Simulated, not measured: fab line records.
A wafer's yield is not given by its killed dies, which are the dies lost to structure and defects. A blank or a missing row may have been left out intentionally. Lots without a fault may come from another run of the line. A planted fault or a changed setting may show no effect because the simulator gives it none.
fab line records / flow n5Finfet / part 2 of 2: steps 28 to 33 of 33
record: lots: 5 wafers: 15 lastDay: 17
route steps=1938 shown PMOS_HMC_CHANNEL_EPI@86 FIN_SAQP@90
lots with no fault: from the same line, run without faults
startH: start of the lot's first displayed wafer, in hours after the record's first day / waitH: hours from the lot's prior step to this one / " same as the row above / L1.1+2: one row covering several wafers at once / - no value, or no start was given / * or withheld: withheld / < > ~ a bound
route shown NAME@n: a module of which the file shows steps, and the number in the route of the first / usual: average and standard deviation across the fault-free wafers / same: alike in all rows / chamber/n: place in a boat / sites: each site's reading / _std_site: standard deviation of those values / _edge_site: inner sites' mean taken away from outer sites' mean / radiusMm: how far each site lies from the wafer's centre / mask NAME#n: copy n / behind: tool/chamber where the wafer was last shaped / hold: the reason the lot was held/the length of the hold in hours/how it ended / device: the n, p or np transistor that did not switch / end of line: the tests these same wafers got at the end of their route / a step with no rows: only its recipe / killed: count of dies lost to structure and defects at first sort (not the wafer's yield) / map: a wafer's dies, x killed, . not, _ none there
set.NAME: the setting that was run; set.NAME@STEP: the one run at that earlier step / model.NAME: the simulator's own value behind a step, which no gauge read
lots seen at some steps along the route; tables by step, rows by wafer
services: when a tool's chamber went out of use (startH, in hours from the record's first day, below 0 if earlier), for how many hours, and the reason
== steps ==
step: N5_FIN_SAQP_DESCUM_21
recipe: chemistry: O2 timeS: 7.9 sourcePowerW: 50 biasPowerW: 20 pressureMtorr: 20 rfFrequencyHz: 2.712e+07 tempC: 40 resist: CAR-ArF o2FlowSccm: 225
usual: drypumpMotorCurrentA: 5.6/0.42 oesProductAu: 0.76/0.074 rfVppV: 243.0/1.2 showerheadPlenumPTorr: 2.08/0.065 throttleValvePct: 20.41/0.23
lot.wafer=L077.1 tool=rieDiel-06 chamber=2 startH=40.11 waitH=0.0 drypumpMotorCurrentA=5.6 oesProductAu=0.70 rfHoursCounterH=209 rfVppV=240.8 showerheadPlenumPTorr=1.99 throttleValvePct=20.40
lot.wafer=L077.4 tool=rieDiel-06 chamber=3 startH=40.11 waitH=0.0 drypumpMotorCurrentA=6.4 oesProductAu=0.75 rfHoursCounterH=150 rfVppV=243.0 showerheadPlenumPTorr=2.01 throttleValvePct=20.26
lot.wafer=L077.6 tool=rieDiel-06 chamber=3 startH=40.11 waitH=0.0 drypumpMotorCurrentA=6.4 oesProductAu=0.75 rfHoursCounterH=- rfVppV=241.2 showerheadPlenumPTorr=2.01 throttleValvePct=20.24
lot.wafer=L081.1 tool=rieDiel-06 chamber=0 startH=65.86 waitH=0.0 drypumpMotorCurrentA=5.0 oesProductAu=0.72 rfHoursCounterH=191 rfVppV=245.0 showerheadPlenumPTorr=2.19 throttleValvePct=20.72
lot.wafer=L081.2 tool=rieDiel-06 chamber=2 startH=65.86 waitH=0.0 drypumpMotorCurrentA=5.7 oesProductAu=0.69 rfHoursCounterH=215 rfVppV=240.2 showerheadPlenumPTorr=1.99 throttleValvePct=20.43
lot.wafer=L081.4 tool=rieDiel-06 chamber=1 startH=65.86 waitH=0.0 drypumpMotorCurrentA=5.4 oesProductAu=0.80 rfHoursCounterH=94 rfVppV=245.3 showerheadPlenumPTorr=2.10 throttleValvePct=20.05
lot.wafer=L085.4 tool=rieDiel-03 chamber=3 startH=89.71 waitH=0.0 drypumpMotorCurrentA=5.6 oesProductAu=0.97 rfHoursCounterH=5 rfVppV=242.3 showerheadPlenumPTorr=2.05 throttleValvePct=20.24
lot.wafer=L085.5 tool=rieDiel-03 chamber=3 startH=89.71 waitH=0.0 drypumpMotorCurrentA=5.6 oesProductAu=0.99 rfHoursCounterH=- rfVppV=243.1 showerheadPlenumPTorr=2.05 throttleValvePct=20.25
lot.wafer=L085.6 tool=rieDiel-03 chamber=2 startH=89.71 waitH=0.0 drypumpMotorCurrentA=6.2 oesProductAu=0.76 rfHoursCounterH=- rfVppV=241.6 showerheadPlenumPTorr=2.02 throttleValvePct=20.44
lot.wafer=L090.2 tool=rieDiel-03 chamber=1 startH=118.58 waitH=0.0 drypumpMotorCurrentA=5.3 oesProductAu=0.67 rfHoursCounterH=249 rfVppV=245.6 showerheadPlenumPTorr=2.17 throttleValvePct=20.94
lot.wafer=L090.5 tool=rieDiel-03 chamber=2 startH=118.58 waitH=0.0 drypumpMotorCurrentA=6.2 oesProductAu=0.75 rfHoursCounterH=- rfVppV=243.5 showerheadPlenumPTorr=2.02 throttleValvePct=20.46
lot.wafer=L090.6 tool=rieDiel-03 chamber=1 startH=118.58 waitH=0.0 drypumpMotorCurrentA=5.3 oesProductAu=0.67 rfHoursCounterH=- rfVppV=243.7 showerheadPlenumPTorr=2.17 throttleValvePct=20.95
lot.wafer=L096.3 tool=rieDiel-05 chamber=2 startH=154.43 waitH=0.0 drypumpMotorCurrentA=5.7 oesProductAu=0.76 rfHoursCounterH=182 rfVppV=242.6 showerheadPlenumPTorr=2.18 throttleValvePct=20.11
lot.wafer=L096.4 tool=rieDiel-05 chamber=1 startH=154.43 waitH=0.0 drypumpMotorCurrentA=5.2 oesProductAu=0.73 rfHoursCounterH=178 rfVppV=243.0 showerheadPlenumPTorr=2.08 throttleValvePct=20.43
lot.wafer=L096.6 tool=rieDiel-05 chamber=1 startH=154.43 waitH=0.0 drypumpMotorCurrentA=5.2 oesProductAu=0.73 rfHoursCounterH=- rfVppV=243.8 showerheadPlenumPTorr=2.08 throttleValvePct=20.43
step: N5_FIN_SAQP_ETCH_51
recipe: chemistry: CF4 target: SiARC targetDepthA: 455 maskMaterial: CAR-ArF timeS: 75.8 ionEnergyEv: 80 pressureMtorr: 40 sourceW: 545 biasW: 36 Ar_flow_sccm: 100 cf4FlowSccm: 100 ends: cleared
usual: drypumpMotorCurrentA: 5.6/0.42 etchRfOnTimeS: 75.4/1.8 oesProductAu: 0.65/0.062 rfVppV: 184.0/1.1 showerheadPlenumPTorr: 2.13/0.06 throttleValvePct: 15.59/0.2
lot.wafer=L077.1 tool=rieDiel-06 chamber=2 startH=40.15 waitH=0.0 drypumpMotorCurrentA=5.6 etchRfOnTimeS=78.2 oesProductAu=0.59 rfHoursCounterH=209 rfVppV=182.2 showerheadPlenumPTorr=2.04 throttleValvePct=15.68
lot.wafer=L077.4 tool=rieDiel-06 chamber=3 startH=40.15 waitH=0.0 drypumpMotorCurrentA=6.4 etchRfOnTimeS=76.1 oesProductAu=0.64 rfHoursCounterH=150 rfVppV=183.1 showerheadPlenumPTorr=2.06 throttleValvePct=15.52
lot.wafer=L077.6 tool=rieDiel-06 chamber=3 startH=40.15 waitH=0.0 drypumpMotorCurrentA=6.4 etchRfOnTimeS=76.0 oesProductAu=0.64 rfHoursCounterH=- rfVppV=183.4 showerheadPlenumPTorr=2.06 throttleValvePct=15.51
lot.wafer=L081.1 tool=rieDiel-06 chamber=0 startH=65.90 waitH=0.0 drypumpMotorCurrentA=5.0 etchRfOnTimeS=78.2 oesProductAu=0.62 rfHoursCounterH=191 rfVppV=186.1 showerheadPlenumPTorr=2.21 throttleValvePct=15.74
lot.wafer=L081.2 tool=rieDiel-06 chamber=2 startH=65.90 waitH=0.0 drypumpMotorCurrentA=5.7 etchRfOnTimeS=78.5 oesProductAu=0.59 rfHoursCounterH=215 rfVppV=182.3 showerheadPlenumPTorr=2.04 throttleValvePct=15.70
lot.wafer=L081.4 tool=rieDiel-06 chamber=1 startH=65.90 waitH=0.0 drypumpMotorCurrentA=5.4 etchRfOnTimeS=74.6 oesProductAu=0.70 rfHoursCounterH=94 rfVppV=185.3 showerheadPlenumPTorr=2.15 throttleValvePct=15.25
lot.wafer=L085.4 tool=rieDiel-03 chamber=3 startH=89.74 waitH=0.0 drypumpMotorCurrentA=5.6 etchRfOnTimeS=74.9 oesProductAu=0.82 rfHoursCounterH=5 rfVppV=182.4 showerheadPlenumPTorr=2.11 throttleValvePct=15.41
lot.wafer=L085.5 tool=rieDiel-03 chamber=3 startH=89.74 waitH=0.0 drypumpMotorCurrentA=5.6 etchRfOnTimeS=75.1 oesProductAu=0.83 rfHoursCounterH=- rfVppV=183.6 showerheadPlenumPTorr=2.11 throttleValvePct=15.41
lot.wafer=L085.6 tool=rieDiel-03 chamber=2 startH=89.74 waitH=0.0 drypumpMotorCurrentA=6.2 etchRfOnTimeS=72.7 oesProductAu=0.67 rfHoursCounterH=- rfVppV=183.2 showerheadPlenumPTorr=2.06 throttleValvePct=15.55
lot.wafer=L090.2 tool=rieDiel-03 chamber=1 startH=118.62 waitH=0.0 drypumpMotorCurrentA=5.3 etchRfOnTimeS=75.3 oesProductAu=0.57 rfHoursCounterH=249 rfVppV=184.6 showerheadPlenumPTorr=2.19 throttleValvePct=15.99
lot.wafer=L090.5 tool=rieDiel-03 chamber=2 startH=118.62 waitH=0.0 drypumpMotorCurrentA=6.2 etchRfOnTimeS=73.7 oesProductAu=0.66 rfHoursCounterH=- rfVppV=182.2 showerheadPlenumPTorr=2.05 throttleValvePct=15.57
lot.wafer=L090.6 tool=rieDiel-03 chamber=1 startH=118.62 waitH=0.0 drypumpMotorCurrentA=5.3 etchRfOnTimeS=75.0 oesProductAu=0.57 rfHoursCounterH=- rfVppV=183.6 showerheadPlenumPTorr=2.19 throttleValvePct=16.01
lot.wafer=L096.3 tool=rieDiel-05 chamber=2 startH=154.47 waitH=0.0 drypumpMotorCurrentA=5.7 etchRfOnTimeS=75.4 oesProductAu=0.64 rfHoursCounterH=182 rfVppV=185.1 showerheadPlenumPTorr=2.22 throttleValvePct=15.35
lot.wafer=L096.4 tool=rieDiel-05 chamber=1 startH=154.47 waitH=0.0 drypumpMotorCurrentA=5.2 etchRfOnTimeS=76.0 oesProductAu=0.63 rfHoursCounterH=178 rfVppV=183.7 showerheadPlenumPTorr=2.12 throttleValvePct=15.64
lot.wafer=L096.6 tool=rieDiel-05 chamber=1 startH=154.47 waitH=0.0 drypumpMotorCurrentA=5.2 etchRfOnTimeS=76.4 oesProductAu=0.63 rfHoursCounterH=- rfVppV=184.3 showerheadPlenumPTorr=2.12 throttleValvePct=15.61
step: N5_FIN_SAQP_ETCH_52
recipe: chemistry: N2/H2 target: SOC targetDepthA: 1000 overetchA: 200 maskMaterial: SiARC tempC: 40 timeS: 150 ionEnergyEv: 200 pressureMtorr: 30 sourceW: 840 biasW: 150 n2FlowSccm: 200 h2FlowSccm: 200 ends: endPoint
usual: drypumpMotorCurrentA: 5.6/0.42 oesProductAu: 0.68/0.06 rfVppV: 523.5/2.2 showerheadPlenumPTorr: 2.52/0.072 throttleValvePct: 17.77/0.24
lot.wafer=L077.1 tool=rieDiel-06 chamber=2 startH=40.20 waitH=0.0 drypumpMotorCurrentA=5.7 oesProductAu=0.63 rfHoursCounterH=209 rfVppV=520.2 showerheadPlenumPTorr=2.42 throttleValvePct=17.79
lot.wafer=L077.4 tool=rieDiel-06 chamber=3 startH=40.20 waitH=0.0 drypumpMotorCurrentA=6.4 oesProductAu=0.67 rfHoursCounterH=150 rfVppV=521.9 showerheadPlenumPTorr=2.43 throttleValvePct=17.65
lot.wafer=L077.6 tool=rieDiel-06 chamber=3 startH=40.20 waitH=0.0 drypumpMotorCurrentA=6.4 oesProductAu=0.68 rfHoursCounterH=- rfVppV=521.7 showerheadPlenumPTorr=2.43 throttleValvePct=17.65
lot.wafer=L081.1 tool=rieDiel-06 chamber=0 startH=65.95 waitH=0.0 drypumpMotorCurrentA=5.0 oesProductAu=0.66 rfHoursCounterH=191 rfVppV=526.0 showerheadPlenumPTorr=2.63 throttleValvePct=17.96
lot.wafer=L081.2 tool=rieDiel-06 chamber=2 startH=65.95 waitH=0.0 drypumpMotorCurrentA=5.7 oesProductAu=0.63 rfHoursCounterH=215 rfVppV=519.1 showerheadPlenumPTorr=2.42 throttleValvePct=17.81
lot.wafer=L081.4 tool=rieDiel-06 chamber=1 startH=65.95 waitH=0.0 drypumpMotorCurrentA=5.4 oesProductAu=0.72 rfHoursCounterH=94 rfVppV=527.0 showerheadPlenumPTorr=2.56 throttleValvePct=17.33
lot.wafer=L085.4 tool=rieDiel-03 chamber=3 startH=89.80 waitH=0.0 drypumpMotorCurrentA=5.6 oesProductAu=0.87 rfHoursCounterH=5 rfVppV=523.3 showerheadPlenumPTorr=2.50 throttleValvePct=17.65
lot.wafer=L085.5 tool=rieDiel-03 chamber=3 startH=89.80 waitH=0.0 drypumpMotorCurrentA=5.6 oesProductAu=0.86 rfHoursCounterH=- rfVppV=523.0 showerheadPlenumPTorr=2.50 throttleValvePct=17.64
lot.wafer=L085.6 tool=rieDiel-03 chamber=2 startH=89.80 waitH=0.0 drypumpMotorCurrentA=6.2 oesProductAu=0.68 rfHoursCounterH=- rfVppV=520.4 showerheadPlenumPTorr=2.46 throttleValvePct=17.94
lot.wafer=L090.2 tool=rieDiel-03 chamber=1 startH=118.67 waitH=0.0 drypumpMotorCurrentA=5.3 oesProductAu=0.59 rfHoursCounterH=249 rfVppV=526.4 showerheadPlenumPTorr=2.61 throttleValvePct=18.28
lot.wafer=L090.5 tool=rieDiel-03 chamber=2 startH=118.67 waitH=0.0 drypumpMotorCurrentA=6.2 oesProductAu=0.68 rfHoursCounterH=- rfVppV=522.0 showerheadPlenumPTorr=2.45 throttleValvePct=17.94
lot.wafer=L090.6 tool=rieDiel-03 chamber=1 startH=118.67 waitH=0.0 drypumpMotorCurrentA=5.3 oesProductAu=0.60 rfHoursCounterH=- rfVppV=526.2 showerheadPlenumPTorr=2.61 throttleValvePct=18.27
lot.wafer=L096.3 tool=rieDiel-05 chamber=2 startH=154.52 waitH=0.0 drypumpMotorCurrentA=5.6 oesProductAu=0.67 rfHoursCounterH=182 rfVppV=525.3 showerheadPlenumPTorr=2.63 throttleValvePct=17.49
lot.wafer=L096.4 tool=rieDiel-05 chamber=1 startH=154.52 waitH=0.0 drypumpMotorCurrentA=5.2 oesProductAu=0.66 rfHoursCounterH=178 rfVppV=523.5 showerheadPlenumPTorr=2.53 throttleValvePct=17.90
lot.wafer=L096.6 tool=rieDiel-05 chamber=1 startH=154.52 waitH=0.0 drypumpMotorCurrentA=5.2 oesProductAu=0.66 rfHoursCounterH=- rfVppV=522.1 showerheadPlenumPTorr=2.53 throttleValvePct=17.90
step: N5_FIN_SAQP_STRIP_53
recipe: chemistry: N2/H2 tempC: 40 n2FlowSccm: 200 h2FlowSccm: 200 rfFrequencyHz: 6e+07
lot.wafer=L077.1+4+6 tool=rieDiel-06 chamber=2,3,3 startH=40.30 waitH=0.0
lot.wafer=L081.1+2+4 tool=rieDiel-06 chamber=0,2,1 startH=66.05 waitH=0.0
lot.wafer=L085.4+5+6 tool=rieDiel-03 chamber=3,3,2 startH=89.90 waitH=0.0
lot.wafer=L090.2+5+6 tool=rieDiel-03 chamber=1,2,1 startH=118.77 waitH=0.0
lot.wafer=L096.3+4+6 tool=rieDiel-05 chamber=2,1,1 startH=154.62 waitH=0.0
step: N5_FIN_SAQP_HM_OPEN_73
recipe: chemistry: CHF3/O2 target: SiO2 stopOn: a-Si targetDepthA: 120 overEtchFrac: 1.8 maskMaterial: SOC timeS: 16.8 pressureMtorr: 30 sourceW: 650 biasW: 170 Ar_flow_sccm: 200 CHF3_flow_sccm: 50 O2_flow_sccm: 5 ionEnergyEv: 200 ends: endPoint
usual: drypumpMotorCurrentA: 5.6/0.42 oesProductAu: 0.46/0.04 rfVppV: 525/11 showerheadPlenumPTorr: 2.39/0.069 throttleValvePct: 18.80/0.2
lot.wafer=L077.1 tool=rieDiel-06 chamber=2 startH=40.31 waitH=0.0 drypumpMotorCurrentA=5.6 oesProductAu=0.43 rfHoursCounterH=209 rfVppV=509 showerheadPlenumPTorr=2.28 throttleValvePct=18.77
lot.wafer=L077.4 tool=rieDiel-06 chamber=3 startH=40.31 waitH=0.0 drypumpMotorCurrentA=6.4 oesProductAu=0.46 rfHoursCounterH=150 rfVppV=525 showerheadPlenumPTorr=2.32 throttleValvePct=18.71
lot.wafer=L077.6 tool=rieDiel-06 chamber=3 startH=40.31 waitH=0.0 drypumpMotorCurrentA=6.5 oesProductAu=0.46 rfHoursCounterH=- rfVppV=525 showerheadPlenumPTorr=2.32 throttleValvePct=18.71
lot.wafer=L081.1 tool=rieDiel-06 chamber=0 startH=66.06 waitH=0.0 drypumpMotorCurrentA=5.0 oesProductAu=0.44 rfHoursCounterH=191 rfVppV=538 showerheadPlenumPTorr=2.49 throttleValvePct=18.95
lot.wafer=L081.2 tool=rieDiel-06 chamber=2 startH=66.06 waitH=0.0 drypumpMotorCurrentA=5.6 oesProductAu=0.42 rfHoursCounterH=215 rfVppV=508 showerheadPlenumPTorr=2.28 throttleValvePct=18.80
lot.wafer=L081.4 tool=rieDiel-06 chamber=1 startH=66.06 waitH=0.0 drypumpMotorCurrentA=5.4 oesProductAu=0.48 rfHoursCounterH=94 rfVppV=522 showerheadPlenumPTorr=2.42 throttleValvePct=18.44
lot.wafer=L085.4 tool=rieDiel-03 chamber=3 startH=89.91 waitH=0.0 drypumpMotorCurrentA=5.6 oesProductAu=0.57 rfHoursCounterH=5 rfVppV=530 showerheadPlenumPTorr=2.37 throttleValvePct=18.70
lot.wafer=L085.5 tool=rieDiel-03 chamber=3 startH=89.91 waitH=0.0 drypumpMotorCurrentA=5.6 oesProductAu=0.58 rfHoursCounterH=- rfVppV=529 showerheadPlenumPTorr=2.37 throttleValvePct=18.68
lot.wafer=L085.6 tool=rieDiel-03 chamber=2 startH=89.91 waitH=0.0 drypumpMotorCurrentA=6.2 oesProductAu=0.46 rfHoursCounterH=- rfVppV=521 showerheadPlenumPTorr=2.32 throttleValvePct=18.77
lot.wafer=L090.2 tool=rieDiel-03 chamber=1 startH=118.78 waitH=0.0 drypumpMotorCurrentA=5.3 oesProductAu=0.40 rfHoursCounterH=249 rfVppV=542 showerheadPlenumPTorr=2.46 throttleValvePct=19.15
lot.wafer=L090.5 tool=rieDiel-03 chamber=2 startH=118.78 waitH=0.0 drypumpMotorCurrentA=6.2 oesProductAu=0.45 rfHoursCounterH=- rfVppV=522 showerheadPlenumPTorr=2.32 throttleValvePct=18.82
lot.wafer=L090.6 tool=rieDiel-03 chamber=1 startH=118.78 waitH=0.0 drypumpMotorCurrentA=5.3 oesProductAu=0.40 rfHoursCounterH=- rfVppV=541 showerheadPlenumPTorr=2.46 throttleValvePct=19.15
lot.wafer=L096.3 tool=rieDiel-05 chamber=2 startH=154.63 waitH=0.0 drypumpMotorCurrentA=5.7 oesProductAu=0.45 rfHoursCounterH=182 rfVppV=540 showerheadPlenumPTorr=2.51 throttleValvePct=18.55
lot.wafer=L096.4 tool=rieDiel-05 chamber=1 startH=154.63 waitH=0.0 drypumpMotorCurrentA=5.2 oesProductAu=0.44 rfHoursCounterH=178 rfVppV=523 showerheadPlenumPTorr=2.40 throttleValvePct=18.86
lot.wafer=L096.6 tool=rieDiel-05 chamber=1 startH=154.63 waitH=0.0 drypumpMotorCurrentA=5.2 oesProductAu=0.44 rfHoursCounterH=- rfVppV=523 showerheadPlenumPTorr=2.40 throttleValvePct=18.85
step: N5_FIN_SAQP_STRIP_74
recipe: chemistry: CHF3/O2 resist: SiARC rfFrequencyHz: 6e+07
lot.wafer=L077.1+4+6 tool=rieDiel-06 chamber=2,3,3 startH=40.36 waitH=0.0
lot.wafer=L081.1+2+4 tool=rieDiel-06 chamber=0,2,1 startH=66.12 waitH=0.0
lot.wafer=L085.4+5+6 tool=rieDiel-03 chamber=3,3,2 startH=89.96 waitH=0.0
lot.wafer=L090.2+5+6 tool=rieDiel-03 chamber=1,2,1 startH=118.83 waitH=0.0
lot.wafer=L096.3+4+6 tool=rieDiel-05 chamber=2,1,1 startH=154.69 waitH=0.0
== services ==
tool=aldSin-01 chamber=0 startH=17.90 hours=20.7 kind=repair
tool=pecvd-04 chamber=- startH=28.52 hours=6.0 kind=pm
tool=pecvd-01 chamber=2 startH=33.65 hours=2.2 kind=repair
tool=rieDiel-05 chamber=2 startH=35.44 hours=5.7 kind=repair
tool=epiRpcvd-02 chamber=- startH=35.67 hours=14.6 kind=pm
tool=rieDiel-06 chamber=2 startH=42.20 hours=6.6 kind=repair
tool=arfiScanner-01 chamber=- startH=42.92 hours=3.7 kind=repair
tool=rieDiel-05 chamber=1 startH=45.20 hours=32.4 kind=repair
tool=aldSin-01 chamber=1 startH=47.00 hours=7.8 kind=repair
tool=rieDiel-05 chamber=0 startH=48.06 hours=9.0 kind=repair
tool=arfiScanner-01 chamber=- startH=54.48 hours=1.0 kind=pm
tool=arfiScanner-02 chamber=- startH=60.29 hours=1.3 kind=pm
tool=rtpAnneal-02 chamber=- startH=61.30 hours=4.6 kind=pm
tool=epiRpcvd-01 chamber=- startH=65.65 hours=1.9 kind=repair
tool=arfiScanner-02 chamber=- startH=82.75 hours=4.9 kind=pm
tool=wetBench-05 chamber=- startH=92.69 hours=7.4 kind=repair
tool=arfiScanner-01 chamber=- startH=92.97 hours=1.3 kind=pm
tool=arfiScanner-01 chamber=- startH=94.27 hours=1.0 kind=pm
tool=rieDiel-06 chamber=3 startH=94.68 hours=12.9 kind=repair
tool=rtpAnneal-02 chamber=- startH=106.03 hours=1.2 kind=pm
tool=wetBench-05 chamber=- startH=121.17 hours=1.9 kind=pm
tool=pecvd-01 chamber=- startH=124.78 hours=0.8 kind=repair
tool=pecvd-04 chamber=- startH=127.86 hours=5.5 kind=pm
tool=arfiScanner-02 chamber=- startH=152.62 hours=0.8 kind=pm
